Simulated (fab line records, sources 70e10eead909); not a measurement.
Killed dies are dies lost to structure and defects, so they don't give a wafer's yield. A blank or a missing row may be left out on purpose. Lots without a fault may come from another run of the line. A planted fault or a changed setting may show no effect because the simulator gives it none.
Which tool did it? | flow nand_harc | 12 lots, 36 wafers sampled, at 5 steps of a route of 1302

WHAT THE GAUGES READ, wafer by wafer
NHARC_A_BLC_OVL_MEAS_11. Usual: overlay_x_nm -0.2 nm, standard deviation 0.73; overlay_y_nm -0.1 nm, standard deviation 0.68.
lot  | measured     | on         | overlay_x_nm (nm) | overlay_y_nm (nm) | flag
L274 | day 23 02:37 | overlay-01 | -0.3 -0.6 -0.3    | -1.0 -0.7 -1.0    |
L276 | day 23 09:02 | overlay-02 | -0.8 -0.9 -0.7    | 0.4 1.2 0.3       |
L277 | day 24 10:36 | overlay-01 | 1.2 1.0 0.9       | -0.1 0.7 0.5      |
L278 | day 25 07:10 | overlay-01 | -1.3 -1.1 -1.3    | -0.2 0.4 0.2      |
L280 | day 25 22:37 | overlay-02 | -0.6 -0.9 -1.1    | -0.6 -0.6 -1.4    |
L282 | day 26 16:53 | overlay-02 | 0.8 0.1 0.4       | -1.7 -1.2 -0.6    |
L283 | day 27 05:25 | overlay-01 | -0.5 -0.2 0.4     | 0.7 1.1 0.9       |
L285 | day 27 07:32 | overlay-01 | -1.3 -1.6 -1.2    | -0.2 -0.2 -1.5    |
L286 | day 28 04:23 | overlay-02 | -0.1 0.1 -0.1     | 0.0 0.7 0.1       |
L293 | day 31 06:17 | overlay-02 | -0.8 0.0 -0.1     | -0.7 -0.7 -0.9    |
L294 | day 31 07:28 | overlay-01 | 1.1 0.5 1.3       | -1.2 -0.9 -0.3    |
L295 | day 31 19:34 | overlay-02 | -0.2 -0.4 0.0     | -1.1 -1.5 -0.9    |

NHARC_END_SORT_01. Usual: killed_at_array 52, standard deviation 19; killed_at_other 1.0, standard deviation 1.2; killed_at_periphery 4.1, standard deviation 2.8; killed_dies 57, standard deviation 19; killed_open 3.1, standard deviation 1.7; killed_short 2.5, standard deviation 1.5.
lot  | measured     | on        | killed_at_array | killed_at_other | killed_at_periphery | killed_dies | killed_open | killed_short | flag
L274 | day 24 23:10 | prober-01 | 39 49 72        | 0 0 0           | 5 4 4               | 44 53 76    | 5 3 2       | 2 2 2        |
L276 | day 25 09:55 | prober-01 | 33 59 47        | 1 0 1           | 1 4 4               | 35 63 52    | 2 3 2       | 2 2 2        |
L277 | day 26 05:38 | prober-02 | 65 55 59        | 2 0 0           | 4 5 5               | 71 60 64    | 4 2 0       | 5 3 2        |
L278 | day 27 01:09 | prober-02 | 54 57 62        | 1 1 0           | 6 0 3               | 61 58 65    | 2 4 5       | 5 0 0        |
L280 | day 27 19:47 | prober-01 | 27 36 35        | 0 0 1           | 6 13 10             | 33 49 46    | 1 8 2       | 1 5 2        |
L282 | day 28 14:52 | prober-02 | 31 47 54        | 4 2 2           | 3 9 1               | 38 58 57    | 2 5 6       | 2 4 0        |
L283 | day 29 02:55 | prober-02 | 55 59 40        | 1 2 0           | 8 4 9               | 64 65 49    | 1 2 1       | 1 1 1        |
L285 | day 29 10:34 | prober-01 | 82 76 54        | 2 4 1           | 1 3 3               | 85 83 58    | 4 2 4       | 1 0 2        |
L286 | day 29 23:15 | prober-01 | 41 52 33        | 0 0 0           | 1 3 4               | 42 55 37    | 0 6 4       | 1 1 4        |
L293 | day 33 03:47 | prober-01 | 42 20 34        | 1 0 1           | 1 1 3               | 44 21 38    | 2 2 2       | 5 1 2        |
L294 | day 33 03:14 | prober-02 | 70 73 71        | 1 4 4           | 7 8 6               | 78 85 81    | 1 5 5       | 3 4 3        |
L295 | day 33 19:44 | prober-01 | 62 65 69        | 0 0 0           | 3 3 2               | 65 68 71    | 3 4 4       | 2 0 4        |

WHICH TOOL RAN EACH LOT (tool, then ch and the chambers of the sampled wafers, then the start)
lot  | NHARC_A_CONTACT_ETCH_98                       | NHARC_A_CONTACT_STRIP_26                      | NHARC_A_BLC_ETCH_16
L274 | rie_diel-12 ch 1,3, day 23 02:37 or earlier   | rie_diel-08 ch 1,2,3, day 23 02:37 or earlier | rie_diel-11 ch 0,1, day 23 02:48
L276 | rie_diel-12 ch 0,3, day 23 09:02 or earlier   | rie_diel-08 ch 0,2, day 23 09:02 or earlier   | rie_diel-11 ch 0,1,2, day 23 09:14
L277 | rie_diel-05 ch 0,1,3, day 24 10:36 or earlier | rie_diel-08 ch 0,1, day 24 10:36 or earlier   | rie_diel-03 ch 0,2,3, day 24 10:48
L278 | rie_diel-12 ch 2,3, day 25 03:58              | rie_diel-08 ch 2,3, day 25 07:10 or earlier   | rie_diel-11 ch 0,1, day 25 07:20
L280 | rie_diel-08 ch 0,1, day 25 22:37 or earlier   | rie_diel-08 ch 0,2, day 25 22:37 or earlier   | rie_diel-04 ch 2,3, day 25 22:47
L282 | rie_diel-08 ch 1,2,3, day 26 16:53 or earlier | rie_diel-12 ch 0,2,3, day 26 16:53 or earlier | rie_diel-03 ch 0,1,3, day 26 17:05
L283 | rie_diel-08 ch 2,3, day 27 05:25 or earlier   | rie_diel-08 ch 1,2, day 27 05:25 or earlier   | rie_diel-03 ch 0,2,3, day 27 05:36
L285 | rie_diel-08 ch 1,2,3, day 27 07:32 or earlier | rie_diel-08 ch 0,2,3, day 27 07:32 or earlier | rie_diel-03 ch 1,2,3, day 27 07:43
L286 | rie_diel-12 ch 0,2,3, day 28 04:23 or earlier | rie_diel-12 ch 1,2, day 28 04:23 or earlier   | rie_diel-11 ch 1,2, day 28 04:36
L293 | rie_diel-05 ch 0,2, day 31 06:17 or earlier   | rie_diel-05 ch 1,2,3, day 31 06:17 or earlier | rie_diel-03 ch 0,3, day 31 06:28
L294 | rie_diel-05 ch 0,1,3, day 31 07:28 or earlier | rie_diel-05 ch 0,2,3, day 31 07:28 or earlier | rie_diel-03 ch 0,1,3, day 31 07:40
L295 | rie_diel-08 ch 0,1,3, day 31 19:34 or earlier | rie_diel-08 ch 0,1,3, day 31 19:34 or earlier | rie_diel-03 ch 2,3, day 31 19:45
- NHARC_A_CONTACT_ETCH_98: etches the open film in C4F6/O2, target depth 20 nm, time 10 s.
- NHARC_A_CONTACT_STRIP_26: strips in O2.
- NHARC_A_BLC_ETCH_16: etches the open film in CF4, target depth 39 nm, time 65 s.

WHAT THE TOOLS THEMSELVES READ (means of the sampled wafers that have a number; where no wafer has one, the mark that the record gives instead)
NHARC_A_CONTACT_ETCH_98. Usual: drypump_motor_current_A 5.92 A, standard deviation 0.26; oes_product_au 0.946 a.u., standard deviation 0.017; rf_vpp_V 545.0 V, standard deviation 2.3; showerhead_plenum_p_Torr 3.83 Torr, standard deviation 0.11; throttle_valve_pct 26.904 %, standard deviation 0.0086.
lot  | tool        | drypump_motor_current_A (A) | oes_product_au (a.u.) | rf_vpp_V (V) | showerhead_plenum_p_Torr (Torr) | throttle_valve_pct (%) | flag
L274 | rie_diel-12 | 5.74                        | 0.936                 | 544.7        | 3.85                            | 26.904                 |
L276 | rie_diel-12 | 5.77                        | 0.932                 | 544.2        | 3.75                            | 26.900                 |
L277 | rie_diel-05 | 5.76                        | 0.942                 | 543.6        | 3.75                            | 26.898                 |
L278 | rie_diel-12 | 5.73                        | 0.928                 | 544.7        | 3.84                            | 26.907                 |
L280 | rie_diel-08 | 6.07                        | 0.943                 | 546.8        | 3.93                            | 26.906                 |
L282 | rie_diel-08 | 6.02                        | 0.941                 | 546.3        | 3.86                            | 26.912                 |
L283 | rie_diel-08 | 6.11                        | 0.936                 | 546.7        | 3.88                            | 26.906                 |
L285 | rie_diel-08 | 6.01                        | 0.934                 | 545.4        | 3.86                            | 26.912                 |
L286 | rie_diel-12 | 5.74                        | 0.944                 | 543.9        | 3.78                            | 26.919                 |
L293 | rie_diel-05 | 5.65                        | 0.954                 | 543.9        | 3.79                            | 26.911                 |
L294 | rie_diel-05 | 5.75                        | 0.941                 | 542.5        | 3.72                            | 26.908                 |
L295 | rie_diel-08 | 5.93                        | 0.996                 | 544.8        | 3.83                            | 26.902                 |

NHARC_A_CONTACT_STRIP_26. Usual: drypump_motor_current_A 5.94 A, standard deviation 0.26; oes_product_au 0.995 a.u., standard deviation 0.012; rf_vpp_V 57.6 V, standard deviation 0.77; showerhead_plenum_p_Torr 3.45 Torr, standard deviation 0.1; throttle_valve_pct 17.036 %, standard deviation 0.0092.
lot  | tool        | drypump_motor_current_A (A) | oes_product_au (a.u.) | rf_vpp_V (V) | showerhead_plenum_p_Torr (Torr) | throttle_valve_pct (%) | flag
L274 | rie_diel-08 | 6.00                        | 1.008                 | 57.4         | 3.48                            | 17.046                 |
L276 | rie_diel-08 | 6.18                        | 0.990                 | 58.2         | 3.56                            | 17.033                 |
L277 | rie_diel-08 | 6.05                        | 1.005                 | 58.6         | 3.54                            | 17.030                 |
L278 | rie_diel-08 | 6.12                        | 1.004                 | 57.2         | 3.49                            | 17.037                 |
L280 | rie_diel-08 | 6.27                        | 1.003                 | 57.6         | 3.57                            | 17.035                 |
L282 | rie_diel-12 | 5.76                        | 0.977                 | 57.5         | 3.40                            | 17.046                 |
L283 | rie_diel-08 | 6.25                        | 0.981                 | 57.0         | 3.56                            | 17.035                 |
L285 | rie_diel-08 | 6.01                        | 0.994                 | 57.3         | 3.48                            | 17.026                 |
L286 | rie_diel-12 | 5.80                        | 0.994                 | 57.8         | 3.49                            | 17.042                 |
L293 | rie_diel-05 | 5.99                        | 0.998                 | 56.9         | 3.36                            | 17.029                 |
L294 | rie_diel-05 | 5.77                        | 0.993                 | 58.1         | 3.40                            | 17.045                 |
L295 | rie_diel-08 | 5.93                        | 0.999                 | 57.9         | 3.45                            | 17.041                 |

NHARC_A_BLC_ETCH_16. Usual: drypump_motor_current_A 5.7 A, standard deviation 0.39; oes_product_au 0.997 a.u., standard deviation 0.013; rf_vpp_V 151.1 V, standard deviation 1.1; showerhead_plenum_p_Torr 1.74 Torr, standard deviation 0.058; throttle_valve_pct 13.284 %, standard deviation 0.01.
lot  | tool        | drypump_motor_current_A (A) | oes_product_au (a.u.) | rf_vpp_V (V) | showerhead_plenum_p_Torr (Torr) | throttle_valve_pct (%) | flag
L274 | rie_diel-11 | 5.3                         | 1.010                 | 150.8        | 1.70                            | 13.276                 |
L276 | rie_diel-11 | 5.5                         | 1.004                 | 150.5        | 1.72                            | 13.285                 |
L277 | rie_diel-03 | 5.6                         | 0.991                 | 150.3        | 1.69                            | 13.280                 |
L278 | rie_diel-11 | 5.3                         | 0.996                 | 151.7        | 1.73                            | 13.287                 |
L280 | rie_diel-04 | 5.8                         | 1.021                 | 151.2        | 1.77                            | 13.292                 |
L282 | rie_diel-03 | 5.9                         | 0.990                 | 150.8        | 1.73                            | 13.279                 |
L283 | rie_diel-03 | 5.6                         | 0.856                 | 150.7        | 1.69                            | 13.286                 | OFF
L285 | rie_diel-03 | 5.6                         | 0.861                 | 150.7        | 1.74                            | 13.284                 | OFF
L286 | rie_diel-11 | 5.6                         | 1.005                 | 152.2        | 1.75                            | 13.288                 |
L293 | rie_diel-03 | 6.0                         | 1.000                 | 150.2        | 1.67                            | 13.286                 |
L294 | rie_diel-03 | 5.8                         | 0.983                 | 150.3        | 1.72                            | 13.291                 |
L295 | rie_diel-03 | 5.8                         | 0.985                 | 150.5        | 1.69                            | 13.283                 |

THE ANSWER, worked out from the rows above alone
Rule: a lot is off if the mean of its wafers that have a number lies more than 3 standard deviations from the usual mean. A lot without any number at a reading at which 4 lots or more have one is off too. The other lots that the step has rows for count as sound. The gauges are gone through in route order, then the tools' own readings, and for those a lot's mean is taken as printed above. The first step at which some lot is off is used, and at that step the reading that is off furthest; a lot without a number counts as furthest.
Off: L283, L285, at NHARC_A_BLC_ETCH_16 (oes_product_au).
A tool fits if, at that step or a process step before it, it ran every lot that is off, and no sound lot after the first of them. NHARC_A_CONTACT_ETCH_98 gives no start for some lots, so the hours and the order of its lots are those of NHARC_A_BLC_OVL_MEAS_11. NHARC_A_CONTACT_STRIP_26 gives no start for some lots, so the hours and the order of its lots are those of NHARC_A_BLC_OVL_MEAS_11. None of those tried fits.

WHAT THE SIMULATOR HAD PUT IN
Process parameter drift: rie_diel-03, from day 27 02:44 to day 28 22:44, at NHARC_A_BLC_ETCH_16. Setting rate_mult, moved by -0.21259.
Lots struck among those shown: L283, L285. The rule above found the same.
